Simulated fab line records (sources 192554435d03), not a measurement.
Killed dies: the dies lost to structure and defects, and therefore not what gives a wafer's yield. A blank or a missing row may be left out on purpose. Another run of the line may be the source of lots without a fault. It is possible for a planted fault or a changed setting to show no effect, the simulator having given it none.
Comparing a struck lot with a sound one | flow n5_finfet | 15 out of 1938 route steps
Sound: these wafers, L969.1, L969.2, L969.4. Struck: wafer L973.1 (left out: L973.3, L973.4 of the same lot, which were not struck); the cause appears at the end.
At each step with rows: each side's tool, then ch and its chambers, then its first start. Under that, the readings that differ: sound wafers | struck wafers | difference of the means | sigmas: that difference in standard deviations of wafers without a fault.
alike: a reading whose means differ by less than 2 such deviations, as well as words and numbers matching on both sides. not compared: withheld readings; readings where some wafer has no value; bounds like >300 that might hide an equal value; numbers whose values overlap and for which the record gives no deviation.
The two part at a step that has a row with sigmas, a row that says differs or no value, or rows on one side only. Numbers that have no deviation but don't overlap get no sigmas and don't part them. A reading missing from all wafers of one side parts the sides only when that side holds two or more wafers.

N5_BEOL_M9_STRIP_80: strips in N2/H2, time 10 s.
  sound on rie_diel-06 ch 0,1,2; struck on rie_diel-03 ch 1
  alike: bias_power_w, drypump_motor_current_A, h2_flow_sccm, oes_product_au, rf_vpp_V, showerhead_plenum_p_Torr, temp_c, throttle_valve_pct
  not compared: rf_hours_counter_h
N5_BEOL_M9_OCD_MEAS_38:
  sound: ocd-02 at day 13 00:35; struck: ocd-02 at day 13 16:17
  alike: trench_depth_nm
then, 4 steps without rows for these wafers: N5_BEOL_M9_HM_STRIP_39 (strips TiN in peroxide tin strip, target depth 25 nm, time 158 s); N5_BEOL_M9_SRD_40 (time 30 s); N5_BEOL_M9_PRECLEAN_42 (cleans in residue remover, time 60 s); N5_BEOL_M9_SRD_43 (time 30 s).
N5_BEOL_M9_CD_MEAS_35: target cd 70 nm, target cd y 40 nm.
  sound: cd_sem-03 at day 13 00:44; struck: cd_sem-01 at day 13 16:26
  alike: cd_nm
then, 2 steps without rows for these wafers: N5_BEOL_M9_CURE_72 (cures SiCOH lowk, time 120 s); N5_BEOL_M9_DEGAS_44 (time 60 s).
N5_BEOL_M9_PRE_CLEAN_45: time 30 s.
  sound: pvd_sputter-02 at day 13 04:22; struck: pvd_sputter-02 at day 13 17:13
  alike: heater_power_w
N5_BEOL_M9_ALD_74: deposits TaN, target thk 2 nm, pulse time 2 s, purge time 3 s.
  sound on ald_metal-01 ch 0,2,3, day 13 04:25; struck on ald_metal-02 ch 2, day 13 17:18
  alike: heater_power_w, mfc_carrier_sccm
N5_BEOL_M9_SURFACE_TREAT_79:
  sound: pvd_sputter-03 at day 13 04:43; struck: pvd_sputter-03 at day 13 17:36
  not compared: throttle_valve_pct
N5_BEOL_M9_CVD_78: deposits Co from CCTBA/H2, target thk 2 nm, time 138.9 s.
  sound on cvd_co-01 ch 1,2, day 13 04:48; struck on cvd_co-01 ch 1, day 13 17:40
  reading          | sound             | struck | difference | sigmas
  run_length_s (s) | 161.3 161.7 161.8 | 289.1  | +127.5     | +99 or more
N5_BEOL_M9_SPUTTER_48: material Cu, target thk 12 nm, time 2 s.
  sound: pvd_sputter-01 at day 13 05:02; struck: pvd_sputter-02 at day 13 17:49
  reading    | sound          | struck | difference | sigmas
  bias_v (V) | 59.6 59.5 59.8 | 61.2   | +1.6       | +3
  alike: substrate_temp_c, throttle_valve_pct
N5_PASSIVATION_PROBE_49:
  the record holds rows for the sound wafers here (prober-02, day 16 11:22) but none for the struck ones

## WHERE THEY PART
Last at N5_PASSIVATION_PROBE_49 as far as this record goes, first at N5_BEOL_M9_CVD_78.

WHY: what the simulator had put in
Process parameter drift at N5_BEOL_M9_CVD_78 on cvd_co-01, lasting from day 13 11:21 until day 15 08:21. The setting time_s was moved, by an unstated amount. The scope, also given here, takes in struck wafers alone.
